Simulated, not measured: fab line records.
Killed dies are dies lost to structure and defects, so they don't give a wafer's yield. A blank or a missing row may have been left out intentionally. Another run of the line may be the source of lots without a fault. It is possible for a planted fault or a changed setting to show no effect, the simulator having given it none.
Chamber matching    flow n5-finfet    4 sister chambers for N5_BEOL_M10_ETCH_62 on rie-diel-04
The step etches SOC in N2/H2, target depth 110 nm, overetch 22 nm, time 165 s. 22 wafers are shown with their chamber, then 11 later ones without.

## WAFERS, EACH WITH ITS CHAMBER
wafer   chamber  showerhead-plenum-p-Torr (Torr)  drypump-motor-current-A (A)  throttle-valve-pct (%)
L074.3  2        2.52                             5.3                          18.38
L074.5  3        2.47                             6.1                          17.27
L074.6  0        2.71                             5.6                          17.92
L077.2  3        2.47                             6.0                          17.30
L077.3  2        2.52                             5.3                          18.40
L077.4  3        2.47                             6.1                          17.30
L078.3  2        2.52                             5.3                          18.40
L078.4  3        2.46                             6.0                          17.32
L078.6  2        2.52                             5.3                          18.40
L080.1  3        2.46                             6.1                          17.32
L080.2  1        2.62                             5.4                          17.72
L080.3  2        2.52                             5.3                          17.92
L082.2  2        2.52                             5.3                          17.95
L082.3  0        2.70                             5.6                          17.95
L082.6  2        2.52                             5.3                          17.91
L083.1  3        2.46                             6.1                          17.34
L083.3  0        2.70                             5.6                          17.99
L083.6  3        2.46                             6.0                          17.35
L089.1  0        2.70                             5.6                          17.99
L089.3  1        2.61                             5.5                          17.75
L089.4  2        2.51                             5.3                          17.95
L091.3  2        2.51                             5.3                          17.95

SIGNATURES (averages over the wafers above)
reading                   chamber 0  chamber 1  chamber 2  chamber 3  scatter within a chamber
showerhead-plenum-p-Torr  2.7025     2.6150     2.5178     2.4643     0.00501
drypump-motor-current-A   5.600      5.450      5.300      6.057      0.0351
throttle-valve-pct        17.9625    17.7350    18.1400    17.3143    0.163
Rule: for a wafer and a chamber, the distance is found by dividing, reading by reading, the gap between the wafer's reading and the chamber's mean by the reading's scatter, squaring, summing and taking the root. If the next closest chamber is less than 2 further off than the closest, the wafer can't be placed; otherwise it belongs to the closest. The scatter: take each reading less its chamber's mean, square it, sum over the shown wafers, divide by the number of wafers less the number of chambers, and take the root.

## WAFERS WITH NO CHAMBER GIVEN
wafer   showerhead-plenum-p-Torr (Torr)  drypump-motor-current-A (A)  throttle-valve-pct (%)
L091.4  2.69                             5.6                          18.00
L091.6  2.69                             5.6                          18.01
L092.2  2.50                             5.3                          18.00
L092.4  2.61                             5.4                          17.38
L092.6  2.45                             6.1                          17.37
L096.2  2.69                             5.6                          18.02
L096.3  2.61                             5.5                          17.37
L096.5  2.61                             5.5                          17.38
L097.2  2.61                             5.4                          17.39
L097.4  2.50                             5.3                          18.01
L097.5  2.61                             5.5                          17.39

## THE CHAMBER EACH PASSED THROUGH
wafer   from the rows above  in truth
L091.4  0                    0
L091.6  0                    0
L092.2  2                    2
L092.4  1                    1
L092.6  3                    3
L096.2  0                    0
L096.3  1                    1
L096.5  1                    1
L097.2  1                    1
L097.4  2                    2
L097.5  1                    1
Correct placement for 11 of the 11. Number that these rows cannot place: 0. Number placed wrongly: 0.
